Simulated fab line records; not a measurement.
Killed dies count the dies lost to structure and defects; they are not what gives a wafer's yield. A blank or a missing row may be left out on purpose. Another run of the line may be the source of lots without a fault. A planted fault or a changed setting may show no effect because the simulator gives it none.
A struck lot beside a sound one / flow n5-finfet / 36 out of 1938 route steps
Sound: the wafers L377.2, L377.4, L377.6. Struck: wafers L389.2, L389.4. (L389.5 of the same lot was not struck and is left out.) The cause comes at the end.
Per side, at each step with rows, come the tool, then ch with its chambers, and then its first start. Under that, the readings that differ: sound wafers / struck wafers / difference of the means / sigmas: that difference in standard deviations of wafers without a fault.
alike: readings whose means differ by less than 2 such deviations, and words and numbers that are the same on both sides. not compared: withheld readings, readings that some wafer has no value for, bounds like >300 that may hide the same value, and numbers for which the record gives no deviation and whose values overlap.
Wherever a step has rows on one side only, a row that says differs or no value, or a row with sigmas, the two part there. Non-overlapping numbers with no deviation appear without sigmas and do not part them. A reading that every wafer of one side lacks parts them only if that side has two wafers or more.

first, 9 steps without rows for these wafers: N5_BEOL_M4_ANNEAL_95 (time 240 s); N5_BEOL_M4_SPUTTER_96 (material Cu, target thk 4.5 nm, time 8.29 s); N5_BEOL_M4_ECD_50 (material Cu, target thk 300 nm); N5_BEOL_M4_ANNEAL_51 (time 90 s); N5_BEOL_M4_CMP_52 (polishes, stops on SiOC, t overpolish 6.8 s, target thk 40 nm); N5_BEOL_M4_PRE_CLEAN_60 (time 15 s); N5_BEOL_M4_CO_CAP_55 (material Co, precursor CCTBA/H2, target thk 2 nm, time 102.1 s); N5_BEOL_M4_PRE_CLEAN_56 (time 15 s); N5_BEOL_M4_DEP_57 (deposits SiCN from 3MS/NH3, target thk 8 nm, time 14 s).
N5_BEOL_M4_RC_MEAS_101:
  sound on prober-02 ch 0, day 10 04:13; struck on prober-01 ch 0, day 12 18:46
reading=IOFF_P (nA/um); sound=0.178 0.165 0.216; struck=0.238 0.235; difference=+0.050; sigmas=+2
reading=VT_P (mV); sound=-255.8 -255.9 -253.4; struck=-246.2 -247.9; difference=+8.0; sigmas=+3
  alike: DIBL_N, DIBL_P, IOFF_N, ION_N, ION_P, SS_N, SS_P, VT_N
then, 24 steps without rows for these wafers: N5_BEOL_M5_ILD_DEP_00 (deposits SiCOH lowk from DEMS/porogen, target thk 140.64 nm, time 25.9 s); N5_BEOL_M5_CURE_79 (cures SiCOH lowk, time 240 s); N5_BEOL_M5_PECVD_70 (deposits SiO2 from TEOS/O2, target thk 16 nm, time 18 s); N5_BEOL_M5_HM_DEP_02 (deposits TiN, target thk 20 nm); N5_BEOL_M5_COAT_59 (time 60 s, resist thk 60 nm); N5_BEOL_M5_COAT_60 (time 60 s, resist thk 12 nm); N5_BEOL_M5_COAT_71 (time 60 s, resist thk 5 nm); N5_BEOL_M5_COAT_05 (resist thk 30 nm); N5_BEOL_M5_EBR_07; N5_BEOL_M5_SOFTBAKE_06 (time 60 s); N5_BEOL_M5_EXPOSE_08 (exposes mask M5, target cd 28 nm); N5_BEOL_M5_PEB_09 (peb time 60 s); N5_BEOL_M5_DEVELOP_10 (develop time 30 s); N5_BEOL_M5_DESCUM_16 (chemistry O2, time 7 s); N5_BEOL_M5_ETCH_72 (etches underlayer in N2/H2, target depth 6.5 nm, time 5.2 s); N5_BEOL_M5_ETCH_61 (etches SiARC in CF4, target depth 15.6 nm, time 26 s); N5_BEOL_M5_ETCH_62 (etches SOC in N2/H2, target depth 75 nm, overetch 15 nm, time 112.5 s); N5_BEOL_M5_STRIP_63 (strips in N2/H2); N5_BEOL_M5_STRIP_73 (strips in N2/H2); N5_BEOL_M5_STRIP_64 (strips in CF4); N5_BEOL_M5_HM_OPEN_17 (chemistry Cl2/BCl3, target TiN, target depth 20 nm, overetch 6 nm); N5_BEOL_M5_STRIP_19 (strips in O2); N5_BEOL_M5_COAT_65 (time 60 s, resist thk 60 nm); N5_BEOL_M5_COAT_66 (time 60 s, resist thk 12 nm).
-- record jumps: 4 days separate the struck wafers' starts on either side; left off in module BEOL_M5, taken up again in module PASSIVATION, whose first shown step is the route's number 1930 --
N5_PASSIVATION_ETCH_54: etches SiO2 in CHF3/O2, target depth 880 nm, time 440 s.
  sound on rie-diel-02 ch 1,2, day 14 21:43; struck on rie-diel-05 ch 0,1, day 17 00:32
reading=throttle-valve-pct (%); sound=19.33 19.33 18.92; struck=18.68 18.74; difference=-0.48; sigmas=-2
reading=model.etch.depth-nm (nm); sound=857.8 861.3 859.9; struck=689.5 692.5; difference=-168.7; sigmas=
reading=model.PASSIVATION.feature-depth-nm (nm); sound=857.8 861.2 859.8; struck=689.4 692.6; difference=-168.6; sigmas=
  alike: O2_flow_sccm, drypump-motor-current-A, oes-product-au, rf-vpp-V, showerhead-plenum-p-Torr
  not compared: rf-hours-counter-h
N5_PASSIVATION_PROBE_49:
  record: rows for the struck wafers here (prober-02, day 17 03:25), none for the sound ones

## WHERE THEY PART
At N5_BEOL_M4_RC_MEAS_101 first; at N5_PASSIVATION_PROBE_49 last (within this record only).

WHY: whatever the simulator had introduced
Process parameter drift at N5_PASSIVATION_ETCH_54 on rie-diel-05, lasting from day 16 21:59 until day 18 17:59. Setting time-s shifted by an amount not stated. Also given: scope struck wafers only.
